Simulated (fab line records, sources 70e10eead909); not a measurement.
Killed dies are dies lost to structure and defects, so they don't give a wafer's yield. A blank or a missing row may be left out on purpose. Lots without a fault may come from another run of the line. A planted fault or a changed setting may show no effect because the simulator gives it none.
Chamber matching | flow nand_harc | NHARC_A_CONTACT_CMP_20 on cmp-02: 4 sister chambers
The step polishes, t overpolish 30 s, target thk 300 nm. 27 wafers are shown with their chamber, then 12 later ones without.

WAFERS WITH THEIR CHAMBER
wafer  | chamber | motor_current_A (A) | overpolish_run_s (s) | time_to_endpoint_s (s)
L074.4 | 0       | 12.3                | 30.016               | 57.1
L074.5 | 0       | 12.9                | 29.998               | 55.7
L074.6 | 1       | 11.9                | 29.996               | 60.7
L076.1 | 1       | 12.4                | 30.006               | 61.2
L076.2 | 2       | 11.6                | 29.993               | 61.4
L076.5 | 0       | 12.7                | 30.005               | 59.4
L078.1 | 3       | 14.1                | 30.008               | 58.5
L078.3 | 2       | 11.2                | 30.002               | 58.8
L078.6 | 2       | 11.8                | 29.992               | 57.9
L081.1 | 3       | 14.3                | 29.986               | 58.1
L081.3 | 1       | 12.6                | 30.003               | 55.5
L081.5 | 3       | 14.3                | 29.987               | 59.8
L080.2 | 1       | 13.0                | 30.008               | 57.4
L080.3 | 0       | 12.7                | 30.008               | 58.4
L080.6 | 1       | 12.8                | 30.006               | 61.2
L083.1 | 1       | 12.2                | 30.002               | 60.9
L083.2 | 2       | 11.5                | 29.997               | 59.6
L083.4 | 3       | 14.6                | 30.004               | 61.2
L084.2 | 1       | 12.1                | 29.993               | 54.2
L084.5 | 3       | 14.2                | 29.999               | 61.4
L084.6 | 0       | 12.1                | 30.014               | 54.4
L085.3 | 1       | 12.7                | 30.013               | 58.6
L085.5 | 0       | 12.7                | 30.003               | 54.5
L085.6 | 1       | 11.4                | 30.015               | 57.1
L087.1 | 3       | 14.7                | 29.987               | 58.8
L087.5 | 1       | 12.3                | 29.997               | 56.7
L087.6 | 2       | 12.1                | 29.995               | 56.0

SIGNATURES (means of the wafers above)
reading            | chamber 0 | chamber 1 | chamber 2 | chamber 3 | scatter within a chamber
motor_current_A    | 12.567    | 12.340    | 11.640    | 14.367    | 0.372
overpolish_run_s   | 30.00733  | 30.00390  | 29.99580  | 29.99517  | 0.00732
time_to_endpoint_s | 56.583    | 58.350    | 58.740    | 59.633    | 2.15
Rule: a wafer's distance from a chamber is the root of the sum, over the readings, of the square of ((its reading less the chamber's mean) divided by the reading's scatter). The wafer belongs to the nearest chamber; if the next one is less than 2 further off, it can't be placed. The scatter: the root of (the sum of the squares of (reading less its chamber's mean) over the shown wafers, divided by (wafers less chambers)).

WAFERS WITHOUT THEIR CHAMBER
wafer  | motor_current_A (A) | overpolish_run_s (s) | time_to_endpoint_s (s)
L088.3 | 14.6                | 29.996               | 65.8
L088.5 | 13.2                | 29.991               | 61.7
L088.6 | 14.3                | 30.002               | 63.5
L090.1 | 13.4                | 29.997               | 60.4
L090.2 | 12.2                | 29.999               | 59.3
L090.6 | 11.1                | 29.992               | 59.9
L089.1 | 14.1                | 29.994               | 61.6
L089.3 | 13.3                | 29.996               | 57.8
L089.5 | 12.4                | 30.006               | 59.1
L093.2 | 14.2                | 29.994               | 64.8
L093.5 | 12.8                | 30.012               | 59.2
L093.6 | 13.8                | 30.005               | 63.5

WHICH CHAMBER EACH WENT THROUGH
wafer  | from the rows above               | in truth
L088.3 | 3                                 | 3
L088.5 | can't be placed: 1 or 3 or 0 or 2 | 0
L088.6 | 3                                 | 3
L090.1 | can't be placed: 3 or 1 or 0      | 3
L090.2 | can't be placed: 1 or 2 or 0      | 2
L090.6 | 2                                 | 2
L089.1 | 3                                 | 3
L089.3 | can't be placed: 0 or 1 or 3 or 2 | 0
L089.5 | can't be placed: 1 or 0 or 2      | 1
L093.2 | 3                                 | 3
L093.5 | can't be placed: 0 or 1           | 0
L093.6 | can't be placed: 3 or 1 or 0      | 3
Placed correctly: 5 of 12. Can't be placed from these rows: 7 (the true chamber is among the candidates in 7). Placed wrongly: 0.
